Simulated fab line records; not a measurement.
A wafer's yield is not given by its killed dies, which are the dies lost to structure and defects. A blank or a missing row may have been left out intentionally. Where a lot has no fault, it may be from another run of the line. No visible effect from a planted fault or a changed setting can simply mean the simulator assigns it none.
Which tool did it? | flow n5Finfet | Sampling: 11 lots, 33 wafers, 5 of 1938 route steps

## WHAT EACH GAUGE READ, for each wafer
Not one reading of a measure or inspect step in the record can be checked against a usual standard deviation.

## EACH LOT AND THE TOOL THAT RAN IT (in order: tool; ch and the chambers of the sampled wafers; start)
lot  | N5_HKMG_FIN_STRIP_88                | N5_PASSIVATION_SPUTTER_20   | N5_PASSIVATION_STRIP_34           | N5_PASSIVATION_DESCUM_46          | N5_PASSIVATION_PROBE_49
L501 | plasmaAsher-02 ch 0,1, day 4 04:47  | pvdSputter-03, day 13 17:11 | rieDiel-03 ch 1,2,3, day 13 18:35 | rieDiel-03 ch 2,3, day 13 19:46   | prober-01, day 13 22:49
L503 | plasmaAsher-01 ch 1, day 4 19:50    | pvdSputter-02, day 14 06:34 | rieDiel-04 ch 0,1,2, day 14 08:05 | rieDiel-03 ch 1,3, day 14 09:22   | prober-02, day 14 12:28
L504 | plasmaAsher-02 ch 0,1, day 5 00:14  | pvdSputter-02, day 15 01:21 | rieDiel-03 ch 0,1,2, day 15 02:59 | rieDiel-04 ch 2,3, day 15 05:02   | prober-01, day 15 09:11
L507 | plasmaAsher-01 ch 0,1, day 5 21:33  | pvdSputter-01, day 14 21:03 | rieDiel-03 ch 0,1,2, day 14 22:56 | rieDiel-01 ch 0,1, day 15 00:44   | prober-01, day 15 03:49
L509 | plasmaAsher-01 ch 0,1, day 6 05:38  | pvdSputter-03, day 15 20:56 | rieDiel-01 ch 0,1,2, day 15 22:53 | rieDiel-03 ch 1,2,3, day 16 00:01 | prober-02, day 16 03:04
L517 | plasmaAsher-02 ch 0,1, day 8 06:20  | pvdSputter-03, day 17 20:22 | rieDiel-03 ch 0,1, day 17 21:38   | rieDiel-03 ch 0,1,2, day 17 22:48 | prober-02, day 18 01:51
L520 | plasmaAsher-02 ch 0,1, day 9 02:38  | pvdSputter-01, day 17 23:14 | rieDiel-01 ch 0,1,3, day 18 00:56 | rieDiel-04 ch 1,2,3, day 18 02:04 | prober-02, day 18 05:10
L521 | plasmaAsher-01 ch 0, day 9 05:35    | pvdSputter-02, day 18 12:35 | rieDiel-01 ch 0,1, day 18 14:01   | rieDiel-01 ch 0,2, day 18 15:26   | prober-01, day 18 18:31
L522 | plasmaAsher-02 ch 0,1, day 9 12:55  | pvdSputter-02, day 19 04:55 | rieDiel-03 ch 1,2,3, day 19 06:16 | rieDiel-01 ch 0,2, day 19 07:31   | prober-02, day 19 11:17
L523 | plasmaAsher-01 ch 0,1, day 9 19:01  | pvdSputter-02, day 19 04:27 | rieDiel-04 ch 1,2, day 19 05:58   | rieDiel-03 ch 0,3, day 19 07:06   | prober-01, day 19 11:20
L524 | plasmaAsher-01 ch 0,1, day 10 18:38 | pvdSputter-01, day 20 06:49 | rieDiel-03 ch 0,2,3, day 20 08:14 | rieDiel-04 ch 0,1,3, day 20 09:26 | prober-01, day 20 12:29
- N5_HKMG_FIN_STRIP_88: strips in N2/H2, time 360 s.
- N5_PASSIVATION_SPUTTER_20: material TaN, target thk 50 nm.
- N5_PASSIVATION_STRIP_34: strips in O2.
- N5_PASSIVATION_DESCUM_46: chemistry O2, time 7.9 s.
- N5_PASSIVATION_PROBE_49

## AS READ BY THE TOOLS THEMSELVES (means over the sampled wafers that have a number; for cases with no such wafer, the mark the record gives instead)
N5_HKMG_FIN_STRIP_88. Usual: drypumpMotorCurrentA 5.9 A, standard deviation 0.51; heaterPowerW 484 W, standard deviation 72.
lot  | tool           | drypumpMotorCurrentA (A) | heaterPowerW (W) | flag
L501 | plasmaAsher-02 | 5.4                      | 513              | 
L503 | plasmaAsher-01 | 6.5                      | 495              | 
L504 | plasmaAsher-02 | 5.3                      | 512              | 
L507 | plasmaAsher-01 | 6.4                      | 456              | 
L509 | plasmaAsher-01 | 6.2                      | 412              | 
L517 | plasmaAsher-02 | 5.3                      | 515              | 
L520 | plasmaAsher-02 | 5.3                      | 525              | 
L521 | plasmaAsher-01 | 6.1                      | 370              | 
L522 | plasmaAsher-02 | 5.6                      | 543              | 
L523 | plasmaAsher-01 | 6.3                      | 462              | 
L524 | plasmaAsher-01 | 6.3                      | 455              | 

N5_PASSIVATION_SPUTTER_20. Usual: chamberPressurePa 0.4000 Pa, standard deviation 0.00078; susceptorTempC 25.01 C, standard deviation 0.1; throttleValvePct 30.5 %, standard deviation 0.67.
lot  | tool          | chamberPressurePa (Pa) | susceptorTempC (C) | throttleValvePct (%) | flag
L501 | pvdSputter-03 | 0.4006                 | 25.04              | 30.1                 | 
L503 | pvdSputter-02 | 0.4005                 | 25.06              | 30.1                 | 
L504 | pvdSputter-02 | 0.4011                 | 25.15              | 30.6                 | 
L507 | pvdSputter-01 | 0.3999                 | 25.12              | 30.7                 | 
L509 | pvdSputter-03 | 0.4000                 | 24.91              | 30.3                 | 
L517 | pvdSputter-03 | 0.4000                 | 24.99              | 30.1                 | 
L520 | pvdSputter-01 | 0.3998                 | 24.95              | 30.9                 | 
L521 | pvdSputter-02 | 0.4001                 | 24.96              | 30.1                 | 
L522 | pvdSputter-02 | 0.4006                 | 24.91              | 30.2                 | 
L523 | pvdSputter-02 | 0.3990                 | 24.98              | 30.8                 | 
L524 | pvdSputter-01 | 0.4007                 | 25.00              | 31.0                 | 

N5_PASSIVATION_STRIP_34. Usual: drypumpMotorCurrentA 5.6 A, standard deviation 0.5; oesProductAu 0.82 a.u., standard deviation 0.07; rfVppV 3.5 V, standard deviation 1.5; showerheadPlenumPTorr 2.14 Torr, standard deviation 0.079; throttleValvePct 16.62 %, standard deviation 0.14.
lot  | tool       | drypumpMotorCurrentA (A) | oesProductAu (a.u.) | rfVppV (V) | showerheadPlenumPTorr (Torr) | throttleValvePct (%) | flag
L501 | rieDiel-03 | 5.5                      | 0.74                | 3.4        | 2.11                         | 16.86                | 
L503 | rieDiel-04 | 5.5                      | 0.81                | 3.6        | 2.12                         | 16.48                | 
L504 | rieDiel-03 | 5.7                      | 0.89                | 1.8        | 2.15                         | 16.50                | 
L507 | rieDiel-03 | 5.7                      | 0.88                | 3.6        | 2.15                         | 16.48                | 
L509 | rieDiel-01 | 5.4                      | 0.80                | 4.2        | 2.17                         | 16.62                | 
L517 | rieDiel-03 | 6.2                      | 0.80                | 4.7        | 2.13                         | 16.61                | 
L520 | rieDiel-01 | 5.7                      | 0.77                | 3.5        | 2.11                         | 16.75                | 
L521 | rieDiel-01 | 5.5                      | 0.75                | 3.4        | 2.13                         | 16.70                | 
L522 | rieDiel-03 | 5.5                      | 0.88                | 3.4        | 2.18                         | 16.60                | 
L523 | rieDiel-04 | 5.4                      | 0.77                | 3.5        | 2.16                         | 16.54                | 
L524 | rieDiel-03 | 5.2                      | 0.88                | 3.1        | 2.13                         | 16.51                | 

N5_PASSIVATION_DESCUM_46. Usual: drypumpMotorCurrentA 5.6 A, standard deviation 0.52; oesProductAu 0.82 a.u., standard deviation 0.071; rfVppV 243.9 V, standard deviation 1.5; showerheadPlenumPTorr 2.14 Torr, standard deviation 0.078; throttleValvePct 20.39 %, standard deviation 0.14.
lot  | tool       | drypumpMotorCurrentA (A) | oesProductAu (a.u.) | rfVppV (V) | showerheadPlenumPTorr (Torr) | throttleValvePct (%) | flag
L501 | rieDiel-03 | 5.1                      | 0.68                | 242.4      | 2.03                         | 20.63                | 
L503 | rieDiel-03 | 5.9                      | 0.77                | 244.2      | 2.18                         | 20.56                | 
L504 | rieDiel-04 | 6.1                      | 0.83                | 244.9      | 2.17                         | 20.39                | 
L507 | rieDiel-01 | 5.5                      | 0.78                | 243.1      | 2.13                         | 20.41                | 
L509 | rieDiel-03 | 5.5                      | 0.92                | 244.6      | 2.18                         | 20.35                | 
L517 | rieDiel-03 | 5.8                      | 0.85                | 243.7      | 2.14                         | 20.29                | 
L520 | rieDiel-04 | 5.7                      | 0.79                | 244.2      | 2.16                         | 20.35                | 
L521 | rieDiel-01 | 5.5                      | 0.77                | 244.2      | 2.16                         | 20.44                | 
L522 | rieDiel-01 | 5.5                      | 0.77                | 244.1      | 2.16                         | 20.44                | 
L523 | rieDiel-03 | 5.3                      | 0.86                | 243.3      | 2.06                         | 20.27                | 
L524 | rieDiel-04 | 5.4                      | 0.79                | 243.4      | 2.13                         | 20.38                | 

N5_PASSIVATION_PROBE_49. Usual: killed_at_M0_to_M3 36, standard deviation 11; killed_at_M4_up 14, standard deviation 5.6; killedAtContacts 11, standard deviation 5.6; killedAtFrontEnd 40, standard deviation 12; killedAtOther 4, standard deviation 3.2; killedDies 105, standard deviation 17; killedOnRim 14, standard deviation 3.4; killedOpen 69, standard deviation 12; killedShort 34, standard deviation 8.4.
lot  | tool      | killed_at_M0_to_M3 | killed_at_M4_up | killedAtContacts | killedAtFrontEnd | killedAtOther | killedDies | killedOnRim | killedOpen | killedShort | flag
L501 | prober-01 | 40                 | 13              | 7                | 38               | 2             | 101        | 15          | 73         | 28          | 
L503 | prober-02 | 27                 | 12              | 17               | 31               | 9             | 96         | 15          | 58         | 35          | 
L504 | prober-01 | 27                 | 11              | 10               | 30               | 3             | 81         | 11          | 52         | 28          | 
L507 | prober-01 | 24                 | 20              | 15               | 168              | 1             | 228        | 28          | 77         | 38          | OFF
L509 | prober-02 | 41                 | 21              | 10               | 157              | 4             | 233        | 21          | 79         | 33          | OFF
L517 | prober-02 | 29                 | 23              | 13               | 27               | 6             | 98         | 13          | 70         | 29          | 
L520 | prober-02 | 32                 | 8               | 12               | 36               | 7             | 95         | 12          | 61         | 30          | 
L521 | prober-01 | 30                 | 17              | 9                | 60               | 0             | 117        | 12          | 74         | 42          | 
L522 | prober-02 | 33                 | 16              | 18               | 35               | 4             | 106        | 15          | 76         | 30          | 
L523 | prober-01 | 42                 | 12              | 16               | 53               | 1             | 124        | 19          | 80         | 41          | 
L524 | prober-01 | 46                 | 14              | 7                | 30               | 5             | 102        | 15          | 66         | 34          | 

## THE ANSWER, worked out from the rows above alone
Rule: lot off if the mean of its wafers having a number is beyond 3 standard deviations from the usual mean. Also off: a lot with no number at a reading for which 4 or more lots have one. Where the step has rows for the other lots, those lots are counted as sound. Order of review: gauges by route order, followed by the tools' own readings, for which a lot's mean as printed above is used. The first step at which some lot is off is used, and at that step the reading that is off furthest; a lot without a number counts as furthest.
Off at N5_PASSIVATION_PROBE_49 (killedAtFrontEnd): L507, L509.
If a tool, at that step or one of the process steps before it, ran each lot that is off and ran no sound lot following the first of them, it fits. No candidate that was tried fits.

## WHAT WAS PUT IN BY THE SIMULATOR
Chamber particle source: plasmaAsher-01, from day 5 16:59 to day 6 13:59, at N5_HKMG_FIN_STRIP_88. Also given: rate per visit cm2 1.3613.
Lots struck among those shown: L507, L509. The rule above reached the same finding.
